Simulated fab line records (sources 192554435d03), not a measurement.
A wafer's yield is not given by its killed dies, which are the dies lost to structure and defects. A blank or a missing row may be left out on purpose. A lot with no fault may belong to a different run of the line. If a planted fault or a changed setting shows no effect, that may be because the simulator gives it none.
fab line records | flow n5Finfet
record: lots: 11 wafers: 33 lastDay: 19
route steps=1938 shown FIN_SAQP@145 FIN_CUT@174
lots untouched by any fault: they come from a run of this same line in which no faults occurred
startH: start of the lot's first displayed wafer, in hours after the record's first day | waitH: hours from the lot's prior step to this one | " identical to the entry in the row above | L1.1+2: several wafers, shown together as one row | - either no value or no given start | * or withheld: withheld | < > ~ a bound
route shown NAME@n: NAME is a module with steps in the file, n the number in the route of the first one | usual: average and standard deviation across the fault-free wafers | same: alike in all rows | chamber/n: place in a boat | sites: readings site by site | _std_site: how widely they spread, as a standard deviation | _edge_site: the outer-site mean with the inner-site mean subtracted | radiusMm: how far each site lies from the wafer's centre | mask NAME#n: copy n | behind: the tool/chamber that last shaped the wafer | hold: what put the lot on hold/how long, in hours/how the hold closed | device: which transistor (n, p or np) failed to switch | end of line: the tests these same wafers got at the end of their route | a step without rows: its recipe alone | killed: dies that structure and defects cost at the first sort, which is not the same as the wafer's yield | map: per-die view of a wafer (x killed, . not killed, _ where there is no die)
set.NAME: the setting that was run; set.NAME@STEP: the one run at that earlier step | model.NAME: the simulator's own value behind a step, which no gauge read
steps of the route over a sample of lots; a table a step, a row a wafer
services: when a tool's chamber went out of use (startH, in hours from the record's first day, below 0 if earlier), for how many hours, and the reason
== steps ==
step: N5_FIN_SAQP_HM_CD_35
recipe: targetCdNm: 8 polarity: line
usual: cdNm: 8.08/0.23
columns lot.wafer tool chamber startH waitH cdNm
L195.2 cdSem-01 - 27.84 0.1 7.93
L195.3 " - " " 8.14
L195.6 " - " " 8.49
L196.2 cdSem-01 - 32.34 0.1 8.43
L196.3 " - " " 7.95
L196.5 " - " " 7.86
L200.2 cdSem-01 - 58.80 0.1 7.79
L200.4 " - " " 8.02
L200.6 " - " " 7.94
L205.1 cdSem-02 - 86.55 0.1 8.00
L205.4 " - " " 8.03
L205.6 " - " " 8.27
L206.2 cdSem-01 - 95.52 0.1 8.24
L206.3 " - " " 7.91
L206.6 " - " " 8.12
L208.1 cdSem-01 - 105.51 0.1 7.83
L208.2 " - " " 8.35
L208.6 " - " " 8.35
L210.2 cdSem-01 - 116.33 0.1 7.74
L210.4 " - " " 8.20
L210.5 " - " " 8.04
L211.2 cdSem-03 - 123.13 0.1 8.10
L211.3 " - " " 8.30
L211.4 " - " " 8.19
L214.1 cdSem-01 - 141.61 0.1 8.03
L214.2 " - " " 7.96
L214.4 " - " " 7.86
L215.1 cdSem-01 - 146.51 0.1 8.01
L215.2 " - " " 8.05
L215.3 " - " " 8.06
L217.3 cdSem-01 - 159.57 0.1 7.91
L217.5 " - " " 8.10
L217.6 " - " " 8.12
step: N5_FIN_SAQP_ETCH_64
recipe: chemistry: CF4 target: SiO2 targetDepthA: 15 ionEnergyEv: 350 pressureMtorr: 10 icpW: 800 biasW: 400 cf4FlowSccm: 80
usual: biasW: 400.0/1.2 drypumpMotorCurrentA: 6.0/0.53 oesProductAu: 0.992/0.02 rfFwdPowerW: 784/4.7 throttleValvePct: 21.82/0.28
columns lot.wafer tool chamber startH waitH biasW drypumpMotorCurrentA oesProductAu rfFwdPowerW rfHoursCounterH throttleValvePct
L195.2 rieSi-04 2 27.89 0.0 398.1 5.8 1.020 779 114 21.93
L195.3 " 1 " " 399.1 5.4 0.976 781 17 22.23
L195.6 " 1 " " 398.0 5.4 0.980 783 - 22.25
L196.2 rieSi-06 0 32.38 0.0 400.5 6.5 1.005 778 88 21.87
L196.3 " 1 " " 398.7 6.4 0.981 782 62 21.93
L196.5 " 1 " " 398.3 6.4 0.975 783 - 21.91
L200.2 rieSi-02 3 58.85 0.0 401.5 6.7 0.999 791 98 21.59
L200.4 " 2 " " 400.3 5.6 1.011 796 - 21.46
L200.6 " 3 " " 400.8 6.6 1.001 793 - 21.60
L205.1 rieSi-06 1 86.60 0.0 400.3 6.4 0.990 787 63 21.92
L205.4 " 0 " " 401.5 6.5 1.007 780 89 21.85
L205.6 " 2 " " 398.3 6.3 0.998 780 - 21.47
L206.2 rieSi-04 1 95.57 0.0 399.5 5.5 0.989 784 18 22.23
L206.3 " 0 " " 400.1 4.8 0.961 782 87 21.79
L206.6 " 3 " " 399.3 6.0 0.969 784 - 22.25
L208.1 rieSi-06 3 105.56 0.0 399.6 6.0 1.014 788 34 21.44
L208.2 " 2 " " 400.2 6.3 1.000 779 9 21.49
L208.6 " 1 " " 399.1 6.4 0.984 778 - 21.91
L210.2 rieSi-04 3 116.38 0.0 399.9 6.0 0.973 787 176 22.26
L210.4 " 0 " " 399.9 4.8 0.975 780 87 21.79
L210.5 " 0 " " 398.1 4.8 0.977 783 - 21.78
L211.2 rieSi-04 3 123.18 0.0 400.2 6.0 0.976 785 177 22.25
L211.3 " 0 " " 401.5 4.8 0.976 783 87 21.78
L211.4 " 1 " " 397.7 5.4 0.997 779 19 22.23
L214.1 rieSi-06 2 141.66 0.0 400.5 6.4 0.998 780 9 21.47
L214.2 " 3 " " 398.4 6.0 1.003 790 35 21.45
L214.4 " 0 " " 399.8 6.5 1.005 779 90 21.87
L215.1 rieSi-04 1 146.56 0.0 400.7 5.4 0.995 784 19 22.24
L215.2 " 3 " " 400.5 6.0 0.985 784 177 22.26
L215.3 " 2 " " 401.8 5.8 1.024 783 116 21.92
L217.3 rieSi-02 3 159.61 0.0 400.4 6.7 0.995 792 99 21.59
L217.5 " 3 " " 399.9 6.7 0.988 793 - 21.61
L217.6 " 1 " " 399.0 6.3 0.945 783 - 22.14
step: N5_FIN_CUT_CUT_ETCH_27
recipe: chemistry: CHF3/O2 target: SiO2 targetDepthA: 40 maskMaterial: SOC overetchA: 20 timeS: 4.9 pressureMtorr: 30 sourceW: 650 biasW: 170 Ar_flow_sccm: 200 CHF3_flow_sccm: 50 O2_flow_sccm: 5 ionEnergyEv: 200
usual: biasW: 169.9/0.47 drypumpMotorCurrentA: 5.7/0.36 oes_ar_750_au: 0.76/0.05 oesProductAu: 0.60/0.041 rfFwdPowerW: 644.2/2.6 rfVppV: 524/6.8 showerheadPlenumPTorr: 2.40/0.069 throttleValvePct: 19.03/0.22
columns lot.wafer tool chamber startH waitH biasW drypumpMotorCurrentA oes_ar_750_au oesProductAu rfFwdPowerW rfHoursCounterH rfVppV showerheadPlenumPTorr throttleValvePct
L195.2 rieDiel-01 2 29.19 0.0 170.0 5.5 0.78 0.60 645.5 122 523 2.50 19.08
L195.3 " 1 " " 170.0 6.0 0.78 0.62 645.5 140 526 2.42 19.05
L195.6 " 3 " " 169.4 6.5 0.76 0.60 644.6 - 528 2.31 18.80
L196.2 rieDiel-03 0 33.68 0.0 169.9 5.4 0.78 0.62 645.1 135 534 2.43 18.90
L196.3 " 1 " " 170.4 5.9 0.73 0.57 642.9 211 533 2.28 19.20
L196.5 " 3 " " 169.9 5.5 0.78 0.62 645.6 - 516 2.41 19.15
L200.2 rieDiel-02 3 60.03 0.0 170.3 5.1 0.69 0.55 639.3 238 530 2.30 19.35
L200.4 " 1 " " 170.6 5.6 0.74 0.60 643.5 149 530 2.51 18.99
L200.6 " 3 " " 170.2 5.0 0.70 0.55 638.9 - 529 2.30 19.36
L205.1 rieDiel-01 0 88.46 0.0 169.8 5.7 0.75 0.58 643.9 157 523 2.42 19.02
L205.4 " 3 " " 170.3 6.4 0.75 0.59 645.9 155 528 2.30 18.81
L205.6 " 2 " " 170.1 5.5 0.76 0.60 644.1 - 525 2.49 19.11
L206.2 rieDiel-02 3 96.74 0.0 170.0 5.0 0.69 0.54 638.8 249 529 2.29 19.36
L206.3 " 1 " " 169.3 5.6 0.73 0.59 645.2 160 531 2.50 19.01
L206.6 " 1 " " 169.7 5.6 0.73 0.60 641.5 - 529 2.50 19.02
L208.1 rieDiel-02 0 107.69 0.0 169.8 5.8 0.89 0.71 649.0 30 526 2.36 18.39
L208.2 " 2 " " 170.2 5.7 0.76 0.58 645.1 172 508 2.40 19.12
L208.6 " 2 " " 169.6 5.6 0.75 0.58 646.3 - 507 2.40 19.13
L210.2 rieDiel-01 0 117.68 0.0 170.0 5.7 0.74 0.58 646.0 166 523 2.41 19.04
L210.4 " 2 " " 169.7 5.5 0.76 0.59 643.3 149 524 2.49 19.14
L210.5 " 3 " " 171.0 6.5 0.74 0.59 647.5 - 529 2.30 18.84
L211.2 rieDiel-01 0 124.82 0.0 171.2 5.7 0.74 0.58 647.0 169 523 2.41 19.05
L211.3 " 2 " " 170.1 5.5 0.75 0.59 642.8 151 525 2.49 19.15
L211.4 " 3 " " 169.9 6.5 0.73 0.58 647.3 166 529 2.30 18.83
L214.1 rieDiel-03 2 142.83 0.0 169.7 5.3 0.77 0.61 638.5 132 521 2.41 19.10
L214.2 " 3 " " 169.9 5.5 0.75 0.59 644.7 184 515 2.40 19.20
L214.4 " 1 " " 170.9 5.9 0.70 0.56 641.8 244 534 2.27 19.26
L215.1 rieDiel-01 1 147.95 0.0 170.0 6.0 0.75 0.60 644.4 174 527 2.41 19.11
L215.2 " 0 " " 169.7 5.7 0.74 0.57 640.8 177 522 2.41 19.04
L215.3 " 3 " " 169.9 6.4 0.73 0.58 649.0 173 528 2.29 18.85
L217.3 rieDiel-01 0 161.42 0.0 169.5 5.7 0.72 0.56 646.2 182 520 2.41 19.07
L217.5 " 2 " " 169.4 5.5 0.74 0.59 641.7 - 523 2.48 19.15
L217.6 " 3 " " 170.1 6.5 0.73 0.58 645.8 - 528 2.29 18.85
step: N5_FIN_CUT_CUT_ETCH_15
recipe: chemistry: HBr/Cl2/O2 target: Si targetDepthA: 1000 btTimeS: 10 maskMaterial: SOC timeS: 42.4 ionEnergyEv: * biasW: * pressureMtorr: 10 icpW: 800 HBr_flow_sccm: 150 Cl2_flow_sccm: 80 O2_flow_sccm: 12
usual: biasW: * drypumpMotorCurrentA: 5.8/0.43 oesProductAu: 1.000/0.014 rfFwdPowerW: * throttleValvePct: 37.03/0.26
columns lot.wafer tool chamber startH waitH biasW drypumpMotorCurrentA oesProductAu rfFwdPowerW rfHoursCounterH throttleValvePct
L195.2 rieSi-03 0 29.34 0.1 * 5.5 0.999 * 63 37.40
L195.3 " 2 " " * 6.7 0.984 * 1 37.22
L195.6 " 1 " " * 6.0 0.998 * - 36.74
L196.2 rieSi-01 3 33.83 0.1 * 6.6 0.979 * 4 36.46
L196.3 " 2 " " * 6.2 1.005 * 138 37.14
L196.5 " 0 " " * 5.7 1.006 * - 36.87
L200.2 rieSi-01 2 60.18 0.1 * 6.2 1.011 * 139 37.12
L200.4 " 0 " " * 5.7 0.993 * 27 36.87
L200.6 " 3 " " * 6.7 0.981 * - 36.47
L205.1 rieSi-01 2 88.61 0.1 * 6.2 1.005 * 139 37.12
L205.4 " 0 " " * 5.7 0.995 * 27 36.87
L205.6 " 2 " " * 6.2 1.007 * - 37.15
L206.2 rieSi-03 0 96.97 0.1 * 5.5 1.004 * 64 37.41
L206.3 " 2 " " * 6.7 0.991 * 3 37.23
L206.6 " 0 " " * 5.5 0.999 * - 37.41
L208.1 rieSi-03 0 107.84 0.1 * 5.5 1.007 * 64 37.40
L208.2 " 3 " " * 5.4 1.019 * 180 36.87
L208.6 " 0 " " * 5.5 0.999 * - 37.41
L210.2 rieSi-05 3 117.83 0.1 * 5.3 1.013 * 137 37.31
L210.4 " 0 " " * 5.8 0.982 * 156 37.05
L210.5 " 0 " " * 5.9 0.978 * - 37.06
L211.2 rieSi-05 1 124.96 0.1 * 5.4 0.984 * 132 36.83
L211.3 " 0 " " * 5.8 0.978 * 156 37.07
L211.4 " 3 " " * 5.4 1.015 * 138 37.31
L214.1 rieSi-05 0 143.00 0.1 * 5.8 0.983 * 156 37.05
L214.2 " 3 " " * 5.4 1.011 * 138 37.30
L214.4 " 2 " " * 5.8 0.987 * 75 36.86
L215.1 rieSi-05 3 148.12 0.1 * 5.3 1.011 * 138 37.30
L215.2 " 2 " " * 5.9 0.992 * 75 36.87
L215.3 " 1 " " * 5.4 0.994 * 132 36.85
L217.3 rieSi-01 1 161.61 0.0 * 5.5 1.027 * 3 37.24
L217.5 " 1 " " * 5.5 1.024 * - 37.22
L217.6 " 0 " " * 5.7 0.999 * - 36.89
== services ==
columns tool chamber startH hours kind
rieDiel-01 - 17.80 4.0 pm
rieSi-02 - 22.86 15.6 pm
rieSi-03 3 29.62 23.7 repair
rieSi-03 1 30.78 2.8 repair
rieSi-04 1 36.53 6.8 repair
rieDiel-03 3 40.81 3.0 repair
rieSi-02 0 42.45 17.5 repair
rieSi-06 - 60.23 0.9 repair
rieDiel-01 1 60.30 3.8 repair
rieSi-02 3 62.56 3.8 repair
rieSi-01 - 68.66 2.8 pm
rieDiel-03 2 73.79 3.4 repair
rieSi-04 1 87.74 6.0 repair
rieDiel-02 2 88.89 6.0 repair
rieDiel-03 0 96.09 2.1 repair
rieDiel-02 3 99.93 - clean
rieDiel-02 3 99.93 - consumableReplace:focusRing
rieSi-06 3 117.93 1.1 repair
rieDiel-03 1 123.37 2.8 repair
rieDiel-01 1 129.06 5.2 repair
rieSi-01 0 142.39 6.1 repair
rieSi-03 3 147.09 4.6 repair
rieDiel-01 1 149.61 2.3 repair
rieDiel-01 2 150.61 2.8 repair
== key ==
firstSign: step: N5_FIN_CUT_CUT_ETCH_15 reading: biasW direction: down sigmas: 33 usual: * struck: *
effect none on later readings
metAt N5_FIN_CUT_CUT_ETCH_15
struckLots L200,L205
struckWafers L200.4,L205.4
testerLeftOut L200,L205
notActingAt N5_FIN_SAQP_HM_CD_35,N5_FIN_SAQP_ETCH_64,N5_FIN_CUT_CUT_ETCH_27
onsetBetween 33.83 60.18
fault: kind: processParameterDrift tool: rieSi-01 chamber: 0 onsetH: 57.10 steps: N5_FIN_CUT_CUT_ETCH_15 channel: biasW offset: * shape: step endH: 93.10 actsIn: * stated: *
testerLeftOut: of these lots the tester's yield and bins aren't shown, on N5 and GAA mostly nor the transistor test; their killed dies are dies lost to structure and defects alone, not to doping, threshold or leakage, so they don't give the yield
